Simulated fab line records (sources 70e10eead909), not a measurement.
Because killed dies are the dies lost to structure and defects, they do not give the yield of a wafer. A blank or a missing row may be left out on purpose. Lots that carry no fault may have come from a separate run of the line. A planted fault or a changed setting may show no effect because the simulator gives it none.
A lot that was struck, set against a sound lot || flow nand-harc || 44 out of 1302 route steps
Sound: the wafers L838.3, L838.4, L838.6. The struck wafers were L826.1, L826.2, L826.6. At the end, the cause is stated.
At each step with rows: each side's tool, then ch and its chambers, then its first start. Under that, the readings that differ: sound wafers || struck wafers || difference of the means || sigmas: that difference in standard deviations of wafers without a fault.
alike: words and numbers the same on both sides, and readings whose means are apart by under 2 such deviations; not compared: readings that were withheld, readings missing a value for some wafer, numbers with overlapping values and no deviation given by the record, and bounds like >300 which may hide the same value.
A row with sigmas, a row that says differs or no value, or rows on one side alone: a step with any of these is where the two part. Non-overlapping numbers with no deviation appear without sigmas and do not part them. A reading missing from all wafers of one side parts the sides only when that side holds two or more wafers.

first, 1 step without rows for these wafers: NHARC_P_GATE_ALD_36 (deposits SiNx, target thk 20 nm, pulse time 60 s, ald cycles 223).
NHARC_P_GATE_ETCHBACK_37: etches the open film in CHF3/O2, target depth 34.5 nm, time 17.2 s.
  sound on rie-diel-02 ch 0,1; struck on rie-diel-08 ch 0,3
  alike: drypump-motor-current-A, oes-product-au, rf-vpp-V, showerhead-plenum-p-Torr, throttle-valve-pct
  not compared: rf-hours-counter-h
then, 10 steps without rows for these wafers: NHARC_P_GATE_STRIP_101 (strips in O2, time 20 s); NHARC_P_GATE_PRECLEAN_97 (cleans in SPM, time 600 s); NHARC_P_GATE_SRD_98; NHARC_P_GATE_PRECLEAN_99 (cleans in SC1); NHARC_P_GATE_SRD_100; NHARC_P_GATE_DEHYDRATE_38 (time 120 s); NHARC_P_GATE_HMDS_39 (time 30 s); NHARC_P_GATE_COAT_40; NHARC_P_GATE_SOFTBAKE_41 (time 95 s); NHARC_P_GATE_EBR_42.
NHARC_P_GATE_EXPOSE_43: exposes mask P NSD, target cd 720 nm.
  struck on krf-scanner-02, day 8 10:57; sound on krf-scanner-03 ch 0, day 12 22:23
  no value came back on the struck wafers for exposure-dose-mJ-cm2, focus-offset-nm (nm); on the sound wafers exposure-dose-mJ-cm2 reads 14.827 14.812 14.808
  alike: mask
then, 2 steps without rows for these wafers: NHARC_P_GATE_PEB_44 (peb time 85 s); NHARC_P_GATE_DEVELOP_45 (time 70 s).
NHARC_P_GATE_CD_MEAS_46: target cd 720 nm.
  sound on cd-sem-01 ch 0, day 12 22:32; struck on cd-sem-02 ch 0, day 8 11:06
{"reading": "cd-nm (nm)", "sound": "720.0 722.7 721.8", "struck": "- - -", "difference": "no value on the struck wafers", "sigmas": ""}
then, 1 step without rows for these wafers: NHARC_P_GATE_HARDBAKE_47 (time 80 s).
NHARC_P_GATE_DESCUM_48: chemistry O2, time 3 s.
  sound on rie-diel-08 ch 1,2, day 12 22:42; struck on rie-diel-12 ch 0,3, day 8 11:16
{"reading": "model.P_GATE.cd-nm (nm)", "sound": "720.3 722.2 721.8", "struck": "114.3 120.1 110.1", "difference": -606.6, "sigmas": ""}
  alike: drypump-motor-current-A, oes-product-au, rf-vpp-V, showerhead-plenum-p-Torr, throttle-valve-pct
  not compared: rf-hours-counter-h
then, 2 steps without rows for these wafers: NHARC_P_GATE_IMPLANT_49; NHARC_P_GATE_STRIP_111 (strips in N2/H2, time 250 s).
NHARC_P_GATE_STRIP_75: strips in O2.
  sound on plasma-asher-01 ch 0,1, day 12 23:24; struck on plasma-asher-02 ch 0,1, day 8 11:56
{"reading": "drypump-motor-current-A (A)", "sound": "5.67 5.79 5.78", "struck": "5.41 5.29 5.30", "difference": -0.41, "sigmas": -2}
{"reading": "rf-refl-power-W (W)", "sound": "19 26 26", "struck": "11 10 10", "difference": -13, "sigmas": -2}
  alike: heater-power-w
  not compared: rf-hours-counter-h
then, 9 steps without rows for these wafers: NHARC_P_GATE_STRIP_50 (strips in SPM, time 900 s); NHARC_P_GATE_DEHYDRATE_51 (time 120 s); NHARC_P_GATE_HMDS_52 (time 30 s); NHARC_P_GATE_COAT_53; NHARC_P_GATE_SOFTBAKE_54 (time 95 s); NHARC_P_GATE_EBR_55; NHARC_P_GATE_EXPOSE_56 (exposes mask P PSD, target cd 720 nm); NHARC_P_GATE_PEB_57 (peb time 85 s); NHARC_P_GATE_DEVELOP_58 (time 70 s).
NHARC_P_GATE_CD_MEAS_59: target cd 720 nm.
  sound on cd-sem-01 ch 0, day 13 00:19; struck on cd-sem-01 ch 0, day 8 12:52
  alike: cd-nm
then, 1 step without rows for these wafers: NHARC_P_GATE_HARDBAKE_60 (time 80 s).
NHARC_P_GATE_DESCUM_61: chemistry O2, time 3 s.
  sound on rie-diel-02 ch 0,1, day 13 00:28; struck on rie-diel-12 ch 0,1, day 8 13:02
  alike: drypump-motor-current-A, oes-product-au, rf-vpp-V, showerhead-plenum-p-Torr, throttle-valve-pct
  not compared: rf-hours-counter-h
following that, these wafers have no rows for 1 step: NHARC_P_GATE_IMPLANT_62.
NHARC_P_GATE_STRIP_112: strips in N2/H2, time 200 s.
  sound on plasma-asher-02 ch 0,1, day 13 00:56; struck on plasma-asher-02 ch 0,1, day 8 13:25
  alike: drypump-motor-current-A, heater-power-w, rf-refl-power-W
  not compared: rf-hours-counter-h
NHARC_P_GATE_STRIP_76: strips in O2.
  sound on plasma-asher-02 ch 0,1, day 13 01:07; struck on plasma-asher-02 ch 0,1, day 8 13:41
  alike: drypump-motor-current-A, heater-power-w, rf-refl-power-W
  not compared: rf-hours-counter-h
then, 6 steps without rows for these wafers: NHARC_P_GATE_STRIP_63 (strips in SPM, time 900 s); NHARC_P_GATE_DEHYDRATE_83 (time 120 s); NHARC_P_GATE_HMDS_84 (time 30 s); NHARC_P_GATE_COAT_85; NHARC_P_GATE_SOFTBAKE_86 (time 95 s); NHARC_P_GATE_EBR_87.
NHARC_P_GATE_INSPECT_68:
  struck on defect-inspect-02, day 8 17:42; sound on defect-inspect-02, day 13 04:59
{"reading": "raw-defect-count", "sound": "138 137 101", "struck": "1293 1267 1279", "difference": "+1154", "sigmas": "+16"}
-- record jumps: 19 days between struck wafers' starts before vs after; left off in module P_GATE, resumes in module END, first step shown is number 1302 of the route --
NHARC_END_SORT_01:
  sound on prober-02 ch 0, day 31 13:46; struck on prober-02 ch 0, day 27 15:04
{"reading": "killed-at-other", "sound": "5 1", "struck": "0 1 0", "difference": -3, "sigmas": -2}
{"reading": "killed-at-periphery", "sound": "5 3", "struck": "577 584 582", "difference": "+577", "sigmas": "+99 or more"}
{"reading": "killed-dies", "sound": "79 53", "struck": "677 677 677", "difference": "+611", "sigmas": "+29"}
{"reading": "killed-short", "sound": "4 8", "struck": "2 2 1", "difference": -4, "sigmas": -2}
  alike: killed-at-array, killed-open

WHERE THEY PART
Earliest at NHARC_P_GATE_EXPOSE_43; latest, in this record, at NHARC_END_SORT_01.

WHY: what the simulator had put in
Skipped step whole: krf-scanner-02, from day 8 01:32 on, at NHARC_P_GATE_EXPOSE_43. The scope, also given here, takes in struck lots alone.
